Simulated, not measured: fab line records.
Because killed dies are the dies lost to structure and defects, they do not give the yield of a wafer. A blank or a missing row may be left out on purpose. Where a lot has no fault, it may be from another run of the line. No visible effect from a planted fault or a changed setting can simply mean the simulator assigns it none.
Matching of chambers    flow n5-finfet    4 sister chambers for N5_BEOL_M10_CMP_52 on cmp-02
The step polishes, stops on SiCOH lowk, t overpolish 7 s, target thk 140 nm. 14 wafers are shown with their chamber, then 7 later ones without.

WAFERS, EACH WITH ITS CHAMBER
wafer   chamber  retaining-ring-pressure-frac  motor-current-A (A)  edge-zone-pressure-frac
L724.1  2        0.992                         5.6                  0.999
L724.4  1        0.996                         5.4                  1.002
L724.6  0        1.001                         5.6                  0.996
L725.3  3        0.998                         5.2                  0.992
L725.5  0        1.003                         5.6                  1.001
L725.6  1        1.004                         5.0                  1.008
L726.1  1        0.992                         5.6                  0.995
L726.2  2        0.995                         5.5                  0.999
L726.6  2        1.000                         5.4                  1.007
L729.4  3        0.995                         5.4                  1.006
L729.5  1        0.997                         5.5                  1.008
L729.6  2        0.999                         5.3                  1.006
L727.1  1        0.998                         5.5                  1.001
L727.2  0        1.011                         5.5                  0.994

SIGNATURES (means of the wafers above)
reading                       chamber 0  chamber 1  chamber 2  chamber 3  scatter within a chamber
retaining-ring-pressure-frac  1.00500    0.99740    0.99650    0.99650    0.0042
motor-current-A               5.567      5.400      5.450      5.300      0.172
edge-zone-pressure-frac       0.99700    1.00280    1.00275    0.99900    0.00547
Rule: for a wafer and a chamber, the distance is found by dividing, reading by reading, the gap between the wafer's reading and the chamber's mean by the reading's scatter, squaring, summing and taking the root. If the next closest chamber is less than 2 further off than the closest, the wafer can't be placed; otherwise it belongs to the closest. How the scatter is found: for the shown wafers, subtract from each reading the mean of its chamber, square and add these, divide the total by (wafers less chambers), then take the root.

WAFERS MISSING THEIR CHAMBER
wafer   retaining-ring-pressure-frac  motor-current-A (A)  edge-zone-pressure-frac
L727.4  0.989                         5.2                  0.999
L734.1  1.000                         6.0                  0.995
L734.3  1.005                         5.5                  0.996
L734.4  0.997                         5.5                  0.992
L737.3  0.996                         5.2                  1.000
L737.4  0.996                         5.6                  1.001
L737.6  1.006                         5.5                  0.998

CHAMBER TAKEN BY EACH
wafer   from the rows above                in truth
L727.4  can't be placed: 3 or 2 or 1       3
L734.1  can't be placed: 0 or 2 or 1 or 3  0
L734.3  can't be placed: 0 or 1 or 2 or 3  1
L734.4  can't be placed: 3 or 2 or 1 or 0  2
L737.3  can't be placed: 3 or 1 or 2       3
L737.4  can't be placed: 2 or 1 or 3 or 0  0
L737.6  can't be placed: 0 or 1 or 2       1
Placed correctly: 0 of 7. From these rows, 7 cannot be placed; in 7 the true chamber is one of the candidates. 0 placed wrongly.
